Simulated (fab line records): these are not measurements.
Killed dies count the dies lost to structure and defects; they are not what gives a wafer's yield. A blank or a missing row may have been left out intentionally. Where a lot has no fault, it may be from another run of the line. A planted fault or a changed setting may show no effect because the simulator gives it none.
Chamber matching    flow n5-finfet    N5_BEOL_M0_ALD_136 on ald-metal-03: 4 sister chambers
The step deposits TaN, pulse time 2 s, purge time 3 s, co reactant purge time 2 s. 4 wafers are shown with their chamber, then 10 later ones without.

## WAFERS, EACH WITH ITS CHAMBER
wafer   chamber  heater-power-w (W)
L093.1  3        462
L093.6  2        396
L094.1  1        403
L094.3  0        511

## WAFERS WHOSE CHAMBER IS MISSING
wafer   heater-power-w (W)
L094.4  458
L095.1  493
L095.2  452
L095.5  395
L097.2  412
L097.5  463
L097.6  504
L096.1  458
L096.5  456
L096.6  522

## CHAMBER TAKEN BY EACH
wafer   from the rows above      in truth
L094.4  3                        3
L095.1  can't be placed: 0 or 3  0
L095.2  3                        3
L095.5  can't be placed: 2 or 1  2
L097.2  can't be placed: 1 or 2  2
L097.5  3                        3
L097.6  0                        0
L096.1  3                        3
L096.5  3                        3
L096.6  0                        0
Correctly placed: 7 of 10. Can't be placed from these rows: 3 (the true chamber is among the candidates in 3). Number placed wrongly: 0.
How it was worked out, from the rows above alone: a wafer's distance from a chamber is the root of the sum, over the readings, of the square of ((its reading less the chamber's mean) divided by the reading's scatter). The wafer belongs to the nearest chamber; if the next one is less than 2 further off, it can't be placed. A chamber's mean is the mean of its shown wafers. The scatter: with one shown wafer a chamber, the root of the mean of the squares of how far each hidden wafer lies from its nearest shown one.
